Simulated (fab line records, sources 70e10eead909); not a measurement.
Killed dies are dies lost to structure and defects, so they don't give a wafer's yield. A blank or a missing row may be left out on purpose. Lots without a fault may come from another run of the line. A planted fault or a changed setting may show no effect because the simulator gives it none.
fab line records | flow nand_harc
record lots=14 wafers=40 last_day=33
route steps=1302 shown A_WL_FILL@982 A_CONTACT@998 END@1302
lots that met no fault: from a run of the same line without faults
start_h: hours from the record's first day to the start of the lot's first wafer shown | wait_h: hours since the lot's step before | " the same as in the row above | L1.1+2: a row that stands for several wafers | - no value, or no start given | * or withheld: withheld | < > ~ a bound
route shown NAME@n: a module of which the file shows steps, and the number in the route of the first | usual: mean/standard deviation of fault-free wafers | same: alike in all rows | chamber/n: place in a boat | sites: the reading at each site | _std_site: their standard deviation | _edge_site: outer sites' mean less inner sites' | radius_mm: how far each site lies from the wafer's centre | mask NAME#n: copy n | behind: the tool/chamber that last shaped the wafer | hold: why the lot was held/for how many hours/how that ended | device: the transistor (n, p or np) that didn't switch | end of line: the same wafers' tests at the end of the route | a step without rows: its recipe alone | killed: dies lost to structure and defects at the first sort, not the wafer's yield | map: a wafer's dies, x killed, . not, _ none there
set.NAME: the setting as run; set.NAME@STEP: as run at that earlier step | model.NAME: the simulator's own value behind a step, which no gauge read
steps of the route over a sample of lots; a table a step, a row a wafer
services: from which hour (start_h, from the record's first day; less than 0 if before it) a tool's chamber was out of use, for how many hours, and why
## steps
# step NHARC_A_WL_FILL_INSPECT_15
# usual raw_defect_count=479/130
# columns lot.wafer tool chamber start_h wait_h raw_defect_count
L596.3 defect_inspect-01 - 493.16 0.0 568
L596.4 " - " " 471
L596.5 " - " " 559
L597.3 defect_inspect-01 - 498.05 0.0 380
L597.4 " - " " 296
L597.6 " - " " 303
L600.1 defect_inspect-01 - 519.24 0.0 518
L600.3 " - " " 418
L600.6 " - " " 343
L599.2 defect_inspect-01 - 519.39 0.0 420
L599.3 " - " " 382
L599.4 " - " " 373
L604.3 defect_inspect-01 - 566.76 0.0 422
L604.5 " - " " 365
L608.1 defect_inspect-02 - 597.86 0.0 218
L608.2 " - " " 307
L608.6 " - " " 260
L609.4 defect_inspect-01 - 597.87 0.0 515
L609.5 " - " " 440
L611.4 defect_inspect-01 - 622.04 0.0 370
L611.5 " - " " 437
L611.6 " - " " 433
L614.2 defect_inspect-02 - 670.46 0.1 349
L614.5 " - " " 286
L614.6 " - " " 313
L615.1 defect_inspect-02 - 673.56 0.0 765
L615.2 " - " " 597
L615.5 " - " " 599
L616.2 defect_inspect-02 - 692.61 0.0 432
L616.5 " - " " 503
L616.6 " - " " 507
L617.1 defect_inspect-02 - 692.67 0.0 362
L617.2 " - " " 431
L617.4 " - " " 383
L618.2 defect_inspect-01 - 704.71 0.0 749
L618.4 " - " " 601
L618.6 " - " " 941
L619.3 defect_inspect-01 - 707.59 0.0 413
L619.4 " - " " 400
L619.5 " - " " 411
# step NHARC_A_CONTACT_OVL_MEAS_43
# usual overlay_x_nm=0.0/1 overlay_y_nm=0.1/0.82
# columns lot.wafer tool chamber start_h wait_h overlay_x_nm overlay_y_nm
L596.3 overlay-02 - 498.75 - 0.9 -1.7
L596.4 " - " " 1.2 -1.1
L596.5 " - " " 1.3 -1.4
L597.3 overlay-02 - 504.43 - -1.2 0.8
L597.4 " - " " -0.4 0.8
L597.6 " - " " -0.7 0.1
L600.1 overlay-01 - 524.98 - 0.4 1.4
L600.3 " - " " 0.6 0.4
L600.6 " - " " 0.1 0.2
L599.2 overlay-02 - 525.15 - 0.8 1.0
L599.3 " - " " 0.8 1.6
L599.4 " - " " 0.4 1.9
L604.3 overlay-02 - 573.60 - -1.0 0.2
L604.5 " - " " -0.3 0.4
L608.1 overlay-01 - 604.56 - -1.3 0.2
L608.2 " - " " -2.1 0.1
L608.6 " - " " -2.0 0.2
L609.4 overlay-02 - 605.10 - 0.4 -1.2
L609.5 " - " " 0.6 -1.2
L611.4 overlay-02 - 627.89 - 0.9 -0.8
L611.5 " - " " 0.8 -0.6
L611.6 " - " " 1.2 -0.8
L614.2 overlay-02 - 678.73 - -1.1 0.8
L614.5 " - " " -1.3 0.7
L614.6 " - " " -0.3 0.6
L615.1 overlay-01 - 681.40 - -0.3 -0.1
L615.2 " - " " -0.8 -0.1
L615.5 " - " " -0.5 -0.2
L616.2 overlay-01 - 698.36 - -1.2 0.3
L616.5 " - " " -1.4 0.1
L616.6 " - " " -1.4 0.1
L617.1 overlay-01 - 698.88 - 0.4 0.0
L617.2 " - " " 0.1 -0.3
L617.4 " - " " -0.2 0.0
L618.2 overlay-02 - 710.38 - 0.6 -0.2
L618.4 " - " " 0.0 -0.7
L618.6 " - " " 0.2 -0.9
L619.3 overlay-01 - 716.50 - 1.6 0.4
L619.4 " - " " 1.6 0.5
L619.5 " - " " 1.0 0.0
# step NHARC_A_CONTACT_ETCH_50
# recipe target_depth_a=1210 time_s=60.5 cf4_flow_sccm=100 chf3_flow_sccm=30 ar_flow_sccm=0 rf_w=500 bias_w=200 chemistry=CF4/CHF3
# usual drypump_motor_current_A=5.7/0.34 oes_product_au=0.956/0.02 rf_vpp_V=371.2/2.1 run_length_s=81.9/0.52 showerhead_plenum_p_Torr=1.59/0.056 throttle_valve_pct=16.803/0.0094
# columns lot.wafer tool chamber start_h wait_h drypump_motor_current_A oes_product_au rf_hours_counter_h rf_vpp_V run_length_s showerhead_plenum_p_Torr throttle_valve_pct
L596.4 rie_diel-05 3 499.38 - 5.7 0.988 16 373.0 82.6 1.63 16.802
L596.3 " 1 " " 6.0 0.951 14 370.3 81.9 1.60 16.814
L596.5 " 3 " " 5.7 0.976 - 371.2 82.6 1.63 16.803
L597.3 rie_diel-10 3 505.06 - 5.9 0.966 23 372.0 81.6 1.62 16.805
L597.4 " 0 " " 5.4 0.961 24 372.7 81.4 1.68 16.813
L597.6 " 3 " " 5.9 0.972 - 372.3 81.4 1.62 16.811
L600.3 rie_diel-01 3 525.60 - 5.6 0.933 48 373.3 82.4 1.66 16.806
L600.1 " 2 " " 5.9 0.922 48 373.9 81.1 1.67 16.804
L600.6 " 3 " " 5.6 0.928 - 373.0 82.2 1.66 16.806
L599.3 rie_diel-10 2 525.76 - 5.4 0.985 24 373.8 81.6 1.69 16.801
L599.4 " 0 " " 5.5 0.961 31 374.2 81.6 1.68 16.802
L599.2 " 1 " " 5.7 0.980 24 370.9 80.7 1.57 16.806
L604.3 rie_diel-05 1 574.24 - 6.0 0.909 27 370.1 82.1 1.59 16.805
L604.5 " 1 " " 6.0 0.911 - 370.5 70.3 1.59 16.804
L608.2 rie_diel-05 2 605.20 - 6.1 0.996 2 369.2 81.5 1.50 16.799
L608.1 " 3 " " 5.7 0.969 2 371.6 82.5 1.63 16.804
L608.6 " 1 " " 6.0 0.943 - 372.3 70.5 1.59 16.792
L609.4 rie_diel-05 0 607.15 - 5.7 0.949 5 370.6 81.8 1.58 16.797
L609.5 " 2 " " 6.1 0.960 - 368.6 70.6 1.50 16.806
L611.4 rie_diel-01 0 628.51 - 4.7 0.977 22 370.6 82.4 1.56 16.811
L611.5 " 0 " " 4.7 0.974 - 370.0 81.9 1.56 16.803
L611.6 " 1 " " 6.1 0.979 - 370.4 82.4 1.53 16.798
L614.2 rie_diel-05 1 679.35 - 6.0 0.945 19 370.3 81.9 1.59 16.811
L614.5 " 0 " " 5.7 0.981 - 370.5 81.4 1.58 16.812
L614.6 " 1 " " 6.0 0.937 - 370.4 81.6 1.59 16.790
L615.1 rie_diel-05 3 682.02 - 5.7 0.952 18 372.6 82.4 1.63 16.807
L615.2 " 2 " " 6.1 1.001 17 368.6 81.8 1.50 16.808
L615.5 " 3 " " 5.7 0.955 - 371.7 82.6 1.63 16.793
L616.2 rie_diel-05 0 699.04 - 5.7 0.969 25 370.2 81.5 1.58 16.815
L616.6 " 2 " " 6.1 0.975 - 367.7 82.2 1.49 16.798
L616.5 " 3 " " 5.7 0.963 - 374.0 83.2 1.62 16.816
L617.2 rie_diel-05 2 700.23 - 6.1 0.968 22 366.3 81.6 1.50 16.800
L617.4 " 0 " " 5.7 0.944 26 371.1 81.5 1.57 16.787
L617.1 " 1 " " 6.0 0.947 23 370.5 82.0 1.59 16.817
L618.4 rie_diel-01 1 711.01 - 6.1 0.937 49 367.9 82.5 1.53 16.816
L618.2 " 2 " " 5.9 0.920 48 374.3 81.1 1.66 16.777
L618.6 " 3 " " 5.6 0.929 - 372.0 82.3 1.65 16.793
L619.3 rie_diel-05 3 717.22 - 5.7 0.952 27 371.4 82.5 1.62 16.791
L619.4 " 0 " " 5.7 0.965 30 371.2 81.4 1.57 16.810
L619.5 " 3 " " 5.7 0.950 - 371.7 82.4 1.62 16.804
# step NHARC_A_CONTACT_ETCH_112
# recipe source_w=withheld pressure_mtorr=20 bias_v=3000 time_s=190 target_depth_a=18500 ar_flow_sccm=withheld c4f8_flow_sccm=withheld o2_flow_sccm=withheld chemistry=C4F8/O2/Ar
# usual run_length_s=190/0
# columns lot.wafer tool chamber start_h wait_h rf_hours_counter_h run_length_s
L596.4 har_cap_etch-03 0 501.00 0.2 - 190
L596.3 " 1 " " - 190
L596.5 " 0 " " - 190
L597.4 har_cap_etch-02 1 506.60 0.2 - 190
L597.3 " 0 " " - 190
L597.6 " 0 " " - 190
L600.1 har_cap_etch-03 0 527.13 0.2 46 190
L600.3 " 1 " " - 190
L600.6 " 1 " " - 190
L599.2 har_cap_etch-01 1 527.54 0.2 4 190
L599.4 " 0 " " - 190
L599.3 " 1 " " - 190
L604.3 har_cap_etch-01 0 575.87 0.2 - 190
L604.5 " 1 " " - 190
L608.1 har_cap_etch-02 0 606.89 0.2 101 190
L608.2 " 1 " " 101 190
L608.6 " 0 " " - 190
L609.4 har_cap_etch-03 1 608.68 0.2 - 190
L609.5 " 0 " " - 190
L611.4 har_cap_etch-02 1 630.08 0.2 - 190
L611.6 " 0 " " - 190
L611.5 " 1 " " - 190
L614.2 har_cap_etch-02 0 680.85 0.2 114 190
L614.6 " 0 " " - 190
L614.5 " 1 " " - 190
L615.2 har_cap_etch-03 0 683.53 0.2 74 190
L615.1 " 1 " " 74 190
L615.5 " 0 " " - 190
L616.2 har_cap_etch-03 0 700.55 0.2 76 190
L616.6 " 1 " " - 190
L616.5 " 0 " " - 190
L617.2 har_cap_etch-01 0 701.73 0.2 35 190
L617.1 " 1 " " 35 190
L617.4 " 0 " " - 190
L618.2 har_cap_etch-01 1 712.50 0.2 37 190
L618.4 " 1 " " - 190
L618.6 " 1 " " - 190
L619.3 har_cap_etch-02 0 718.79 0.2 - 190
L619.4 " 1 " " - 190
L619.5 " 1 " " - 190
# step NHARC_END_SORT_01
# recipe temp_c=25
# usual killed_at_array=58/22 killed_at_other=1.0/1.3 killed_at_periphery=5/3.4 killed_dies=64/22 killed_open=3.6/1.8 killed_short=2.4/1.7
# same gross_dies=677
# columns lot.wafer tool chamber start_h wait_h killed_at_array killed_at_other killed_at_periphery killed_dies killed_open killed_short
L604.3 prober-01 0 648.58 3.1 50 2 2 54 5 4
L604.5 prober-01 0 650.19 3.7 115 0 3 118 2 0
L608.1 prober-01 0 677.39 2.5 16 0 1 17 1 2
L608.2 prober-01 0 678.17 2.7 19 0 2 21 3 2
L608.6 prober-01 0 681.31 3.9 96 0 3 99 5 1
L619.3 prober-02 0 789.22 3.1 55 0 3 58 2 3
L619.4 prober-02 0 790.02 3.4 44 0 3 47 3 0
L619.5 prober-02 0 790.82 3.7 55 1 3 59 4 2
# killed by level:class
L604.3 A_SLIT:chamber_film_flake=23 A_CHANNEL_HOLE_D2:chamber_film_flake=12 A_CONTACT:chamber_film_flake=4 A_CHANNEL_FILL_D1:geometric_particle:open=2 A_WL_FILL:geometric_particle:short=2 A_CONTACT:geometric_particle:open=2 A_CHANNEL_HOLE_D1:chamber_film_flake=2 A_SOURCE_PLATE:geometric_particle:short=1
L604.5 A_CONTACT:area_etch=70 A_SLIT:chamber_film_flake=26 A_CHANNEL_HOLE_D2:chamber_film_flake=6 A_CHANNEL_HOLE_D1:chamber_film_flake=5 A_CONTACT:chamber_film_flake=4 A_WL_FILL:chamber_film_flake=2 P_CONTACT:geometric_particle:open=1 A_M1:geometric_particle:open=1
L608.1 A_CONTACT:chamber_film_flake=4 A_CHANNEL_HOLE_D1:chamber_film_flake=3 A_ONON_D2:geometric_particle:short=1 A_CHANNEL_FILL_D2:geometric_particle:open=1 A_SLIT:geometric_particle:short=1 P_STI:chamber_film_flake=1 A_ZERO_WELL:chamber_film_flake=1 A_DECK1_JOINT:chamber_film_flake=1
L608.2 A_CHANNEL_HOLE_D1:chamber_film_flake=7 A_CHANNEL_FILL_D2:chamber_film_flake=2 A_STAIRCASE:chamber_film_flake=2 A_SLIT:chamber_film_flake=2 A_CONTACT:chamber_film_flake=2 P_CONTACT:geometric_particle:open=1 A_CHANNEL_HOLE_D1:geometric_particle:short=1 A_CHANNEL_FILL_D1:geometric_particle:open=1
L608.6 A_CONTACT:area_etch=69 A_CHANNEL_HOLE_D1:chamber_film_flake=8 A_CONTACT:chamber_film_flake=8 A_SLIT:chamber_film_flake=4 A_BLC:geometric_particle:open=2 P_CONTACT:geometric_particle:open=1 P_CONTACT:geometric_particle:short=1 A_CONTACT:geometric_particle:open=1
L619.3 A_CHANNEL_HOLE_D1:chamber_film_flake=21 A_SLIT:chamber_film_flake=13 A_CONTACT:chamber_film_flake=12 A_ZERO_WELL:chamber_film_flake=2 A_CHANNEL_HOLE_D2:chamber_film_flake=2 A_WL_FILL:chamber_film_flake=2 P_GATE:geometric_particle:open=1 P_CONTACT:geometric_particle:short=1
L619.4 A_CHANNEL_HOLE_D1:chamber_film_flake=21 A_SLIT:chamber_film_flake=7 A_CONTACT:chamber_film_flake=7 P_CONTACT:geometric_particle:open=3 A_ZERO_WELL:chamber_film_flake=3 A_WL_FILL:chamber_film_flake=3 A_CHANNEL_FILL_D1:chamber_film_flake=1 A_CHANNEL_HOLE_D2:chamber_film_flake=1
L619.5 A_CHANNEL_HOLE_D1:chamber_film_flake=21 A_SLIT:chamber_film_flake=15 A_CONTACT:chamber_film_flake=8 A_STAIRCASE:chamber_film_flake=5 A_WL_FILL:chamber_film_flake=2 P_CONTACT:geometric_particle:short=1 P_CONTACT:geometric_particle:open=1 P_M1:geometric_particle:open=1
## services
# columns tool chamber start_h hours kind
har_cap_etch-03 - 483.25 0.6 repair
har_cap_etch-03 - 488.67 0.7 repair
rie_diel-05 0 489.60 - clean
rie_diel-05 1 489.60 - clean
rie_diel-05 2 489.60 - clean
rie_diel-05 3 489.60 - clean
har_cap_etch-01 - 497.00 17.0 pm
rie_diel-10 0 498.78 5.2 repair
rie_diel-05 2 503.05 1.7 repair
rie_diel-05 0 514.10 - clean
rie_diel-05 1 514.10 - clean
rie_diel-05 2 514.10 - clean
rie_diel-05 3 514.10 - clean
rie_diel-10 0 539.17 2.1 repair
rie_diel-01 - 557.96 9.0 pm
rie_diel-05 - 584.22 9.0 pm
rie_diel-10 0 593.91 3.1 repair
rie_diel-10 - 599.96 9.0 pm
rie_diel-10 3 622.77 5.5 repair
rie_diel-01 3 636.36 2.6 repair
rie_diel-05 0 641.73 1.7 repair
rie_diel-01 3 676.46 1.4 repair
rie_diel-05 1 684.98 12.2 repair
rie_diel-10 0 710.45 4.6 repair
## key
first_sign step=NHARC_A_CONTACT_ETCH_50 reading=run_length_s direction=down sigmas=22 usual=* struck=*
more_kills_born_at NHARC_A_CONTACT_ETCH_50@rie_diel-05=139
met_at NHARC_A_CONTACT_ETCH_50
struck_lots L604,L608,L609
struck_wafers L604.5,L608.6,L609.5
sort_left_out L609.5
tester_left_out L604,L608,L609
not_acting_at NHARC_A_WL_FILL_INSPECT_15,NHARC_A_CONTACT_OVL_MEAS_43,NHARC_A_CONTACT_ETCH_112
onset_between 499.38 574.24
fault kind=process_parameter_drift tool=rie_diel-05 chamber=- onset_h=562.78 steps=NHARC_A_CONTACT_ETCH_50 channel=time_s offset=* shape=step end_h=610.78 scope=struck_wafers_only acts_in=* stated=*
# tester_left_out: of these lots the tester's yield and bins aren't shown, on N5 and GAA mostly nor the transistor test; their killed dies are dies lost to structure and defects alone, not to doping, threshold or leakage, so they don't give the yield
# sort_left_out: the simulated sort isn't trusted on such a fault, so these wafers' sort isn't shown, and their yield isn't known
